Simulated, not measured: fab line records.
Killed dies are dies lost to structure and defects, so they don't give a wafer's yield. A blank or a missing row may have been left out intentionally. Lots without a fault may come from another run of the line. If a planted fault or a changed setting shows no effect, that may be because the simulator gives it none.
Lot-split experiment | flow n5 finfet | route with 1938 steps; 7 lots, 39 wafers read

== ABOUT THE SPLIT ==
At N5_BEOL_M10_ALD_74 (deposits TaN, target thk 2 nm, pulse time 2 s, purge time 3 s), the setting ald cycles was moved away from the recipe's 40 on 15 of the 39 wafers read, by -32.5% to +52.5%. For the rest of the wafers, this setting stayed at what the recipe calls for.

The reading comes from the split's own step.

== THE READING ==
TaN_of_BEOL_M10_ALD_74.thk nm (the simulator's own value, which no gauge read), in nm, at N5_BEOL_M10_ALD_74 (deposits TaN, target thk 2 nm, pulse time 2 s, purge time 3 s). No usual value for it is given in the file.

wafer  | tool, chamber at the split | ald cycles as run | against the recipe | TaN_of_BEOL_M10_ALD_74.thk nm, nm | against lot-mates on the recipe
L074.1 | ald metal-01, 2,3,2        | 40                | recipe             | 2                                 | -
L074.4 | ald metal-01, 2,3,2        | 40                | recipe             | 2                                 | -
L074.6 | ald metal-01, 2,3,2        | 40                | recipe             | 2                                 | -
L074.2 | ald metal-01, 1,0,3        | 55                | +37.5%             | 2.8                               | +0.8
L074.3 | ald metal-01, 1,0,3        | 55                | +37.5%             | 2.8                               | +0.8
L074.5 | ald metal-01, 1,0,3        | 55                | +37.5%             | 2.8                               | +0.8
L075.1 | ald metal-03, 2,3,3        | 61                | +52.5%             | 3                                 | +1.0
L075.3 | ald metal-03, 2,3,3        | 61                | +52.5%             | 3                                 | +1.0
L075.5 | ald metal-03, 2,3,3        | 61                | +52.5%             | 3                                 | +1.0
L075.2 | ald metal-03, 1,0,2        | 40                | recipe             | 2                                 | -
L075.4 | ald metal-03, 1,0,2        | 40                | recipe             | 2                                 | -
L075.6 | ald metal-03, 1,0,2        | 40                | recipe             | 2                                 | -
L082.1 | ald metal-03, 3,1,0,2,1,2  | 40                | recipe             | 2                                 | -
L082.2 | ald metal-03, 3,1,0,2,1,2  | 40                | recipe             | 2                                 | -
L082.3 | ald metal-03, 3,1,0,2,1,2  | 40                | recipe             | 2                                 | -
L082.4 | ald metal-03, 3,1,0,2,1,2  | 40                | recipe             | 2                                 | -
L082.5 | ald metal-03, 3,1,0,2,1,2  | 40                | recipe             | 2                                 | -
L082.6 | ald metal-03, 3,1,0,2,1,2  | 40                | recipe             | 2                                 | -
L085.1 | ald metal-01, 2,2,1        | 40                | recipe             | 2                                 | -
L085.3 | ald metal-01, 2,2,1        | 40                | recipe             | 2                                 | -
L085.4 | ald metal-01, 2,2,1        | 40                | recipe             | 2                                 | -
L085.2 | ald metal-01, 1,1,2        | 33                | -17.5%             | 1.6                               | -0.4
L085.5 | ald metal-01, 1,1,2        | 33                | -17.5%             | 1.6                               | -0.4
L085.6 | ald metal-01, 1,1,2        | 33                | -17.5%             | 1.6                               | -0.4
L084.1 | ald metal-01, 2,2,1        | 40                | recipe             | 2                                 | -
L084.4 | ald metal-01, 2,2,1        | 40                | recipe             | 2                                 | -
L084.6 | ald metal-01, 2,2,1        | 40                | recipe             | 2                                 | -
L084.2 | ald metal-01, 1,1,2        | 34                | -15.0%             | 1.8                               | -0.2
L084.3 | ald metal-01, 1,1,2        | 34                | -15.0%             | 1.8                               | -0.2
L084.5 | ald metal-01, 1,1,2        | 34                | -15.0%             | 1.8                               | -0.2
L086.1 | ald metal-01, 3,3,2        | 40                | recipe             | 2                                 | -
L086.5 | ald metal-01, 3,3,2        | 40                | recipe             | 2                                 | -
L086.6 | ald metal-01, 3,3,2        | 40                | recipe             | 2                                 | -
L086.2 | ald metal-01, 1,2,1        | 27                | -32.5%             | 1.4                               | -0.6
L086.3 | ald metal-01, 1,2,1        | 27                | -32.5%             | 1.4                               | -0.6
L086.4 | ald metal-01, 1,2,1        | 27                | -32.5%             | 1.4                               | -0.6
L095.1 | ald metal-03, 1,3,2        | 40                | recipe             | 2                                 | -
L095.2 | ald metal-03, 1,3,2        | 40                | recipe             | 2                                 | -
L095.4 | ald metal-03, 1,3,2        | 40                | recipe             | 2                                 | -
When a row names more than one chamber, that row covers several wafers, and the file does not tell which wafer ran in which chamber.

THE FIT
A straight line over all 39 wafers: TaN_of_BEOL_M10_ALD_74.thk nm changes by +0.0194 nm for each +1% of ald cycles; r = +1.00; the points scatter about the line by 0.038 nm.
The same after taking each lot's own level away (the mean of its wafers on the recipe; 39 wafers): +0.0194 nm for each +1%; r = +1.00; scatter 0.038 nm.
The reading moves by 1 nm for the largest change in ald cycles, on that fit.
The lots' own levels span 2.00 to 2.00 nm.
Hence the lot-to-lot level has little effect on the slope; both slopes agree.
Check: +1.04 nm against its lot-mates is what the line predicts for one of the wafers moved furthest among these (+52.5%) when that wafer is left out of the fit. Against them it came out at +1 nm.

== OTHER SPLITS APPLIED TO THESE WAFERS ==
These wafers also went through other splits before the reading. Each is held against what the fit with the lots' levels taken away leaves over:
other split on the same wafers   | wafers away from the commonest value | r with TaN_of_BEOL_M10_ALD_74.thk nm (lot level and that fit taken away)
N5_BEOL_M2_TRENCH_ETCH_37 time s | 12                                   | +0.08

== FILE'S OWN FIT ==
TaN_of_BEOL_M10_ALD_74.thk nm changes by +0.0195 nm for each +1% of ald cycles, r = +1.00.
